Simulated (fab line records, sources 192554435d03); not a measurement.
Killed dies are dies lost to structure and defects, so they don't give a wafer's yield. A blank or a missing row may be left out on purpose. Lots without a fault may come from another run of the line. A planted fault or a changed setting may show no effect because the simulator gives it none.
Split-lot experiment | flow n5_finfet | 7 lots, 21 wafers read, on a route of 1938 steps

THE SPLIT
At N5_HKMG_FIN_ETCH_55 (etches SOC in N2/H2, target depth 240 nm, time 300 s), the setting bias_w was moved away from the recipe's 150 W on 6 of the 21 wafers read, by -12.5% to +13.8%. The other wafers ran this setting at the recipe's value.

The reading is taken at the split's own step.

THE READING
rf_vpp_V, in V, at N5_HKMG_FIN_ETCH_55 (etches SOC in N2/H2, target depth 240 nm, time 300 s). Fault-free wafers of this fab line usually give 522.1 V, standard deviation 2 V.

wafer  | tool, chamber at the split | bias_w as run, W | against the recipe | rf_vpp_V, V | against lot-mates on the recipe
L074.2 | rie_diel-02, 0             | 150              | recipe             | 522.2       | -
L074.4 | rie_diel-02, 3             | 150              | recipe             | 525.1       | -
L074.6 | rie_diel-02, 2             | 134.3            | -10.5%             | 485.7       | -38.0
L078.1 | rie_diel-02, 0             | 131.3            | -12.5%             | 479.7       | -39.8
L078.2 | rie_diel-02, 1             | 150              | recipe             | 517.4       | -
L078.3 | rie_diel-02, 2             | 150              | recipe             | 521.5       | -
L080.2 | rie_diel-03, 0             | 150              | recipe             | 524.6       | -
L080.3 | rie_diel-03, 2             | 150              | recipe             | 523.0       | -
L080.6 | rie_diel-03, 0             | 150              | recipe             | 524.6       | -
L089.1 | rie_diel-04, 1             | 150              | recipe             | 520.6       | -
L089.4 | rie_diel-04, 3             | 170.7            | +13.8%             | 565.9       | +45.1
L089.6 | rie_diel-04, 3             | 150              | recipe             | 521.0       | -
L093.3 | rie_diel-03, 2             | 150              | recipe             | 520.5       | -
L093.4 | rie_diel-03, 3             | 139.4            | -7.1%              | 499.8       | -20.7
L093.6 | rie_diel-03, 2             | 139.4            | -7.1%              | 497.5       | -23.0
L094.1 | rie_diel-04, 1             | 150              | recipe             | 520.8       | -
L094.3 | rie_diel-04, 2             | 165.9            | +10.6%             | 556.7       | +35.7
L094.4 | rie_diel-04, 3             | 150              | recipe             | 521.3       | -
L095.1 | rie_diel-02, 3             | 150              | recipe             | 526.4       | -
L095.4 | rie_diel-02, 1             | 150              | recipe             | 527.6       | -
L095.5 | rie_diel-02, 0             | 150              | recipe             | 523.0       | -

THE FIT
A straight line over all 21 wafers: rf_vpp_V changes by +3.32 V for each +1% of bias_w; r = +0.99; the points scatter about the line by 2.4 V.
The same after taking each lot's own level away (the mean of its wafers on the recipe; 21 wafers): +3.3 V for each +1%; r = +1.00; scatter 1.6 V.
On that fit, the largest move of bias_w shifts the reading by 46 V.
The lots' own levels span 519.45 to 525.67 V, that is 3.1 times the standard deviation above.
So the lot-to-lot level changes the slope little: the two slopes agree.
Check: with one of the wafers moved furthest among these (+13.8%) left out of the fit, the line predicts +45.9 V for it against its lot-mates. It came out at +45.1 V against them.
Tool readings at the split's step, against how far the setting was moved: rf_vpp_V r = +0.99.

OTHER SPLITS ON THESE WAFERS
These wafers also went through other splits before the reading. Each is held against what the fit with the lots' levels taken away leaves over:
other split on the same wafers | wafers away from the commonest value | r with rf_vpp_V (lot level and that fit taken away)
N5_SD_EPI_P_COAT_34 spin_rpm   | 6                                    | +0.19
N5_SDB_COAT_05 spin_rpm        | 6                                    | +0.03
N5_HKMG_FIN_DESCUM_53 time_s   | 6                                    | -0.23

THE FILE'S OWN FIT
rf_vpp_V changes by +3.31 V for each +1% of bias_w, r = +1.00.
